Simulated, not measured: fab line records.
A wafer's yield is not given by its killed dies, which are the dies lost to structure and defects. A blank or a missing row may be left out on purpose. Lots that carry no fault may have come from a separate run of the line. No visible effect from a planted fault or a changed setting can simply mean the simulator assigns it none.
Chamber matching    flow nand-harc    NHARC_P_CONTACT_STRIP_28 on rie-diel-02 has 4 sister chambers
The step strips in O2. 4 wafers are shown with their chamber, then 8 later ones without.

WAFERS WITH THEIR CHAMBER
wafer   chamber  drypump-motor-current-A (A)
L083.2  3        4.8
L083.3  1        5.9
L083.6  0        5.4
L093.1  2        5.4

WAFERS WHOSE CHAMBER IS MISSING
wafer   drypump-motor-current-A (A)
L093.5  5.3
L093.6  5.8
L096.2  5.8
L096.3  4.8
L096.4  5.3
L096.1  5.4
L096.5  5.3
L096.6  4.8

WHICH CHAMBER EACH WENT THROUGH
wafer   from the rows above      in truth
L093.5  can't be placed: 0 or 2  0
L093.6  1                        1
L096.2  1                        1
L096.3  3                        3
L096.4  can't be placed: 0 or 2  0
L096.1  can't be placed: 0 or 2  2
L096.5  can't be placed: 0 or 2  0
L096.6  3                        3
Correctly placed: 4 of 8. Cannot be placed on the basis of these rows: 4; the candidates contain the true chamber in 4. 0 placed wrongly.
How it was worked out, from the rows above alone: a wafer's distance from a chamber is the root of the sum, over the readings, of the square of ((its reading less the chamber's mean) divided by the reading's scatter). The wafer belongs to the nearest chamber; if the next one is less than 2 further off, it can't be placed. A chamber's mean is the mean of its shown wafers. The scatter: root of mean squared gap, hidden wafer to nearest shown wafer, with one shown wafer a chamber.
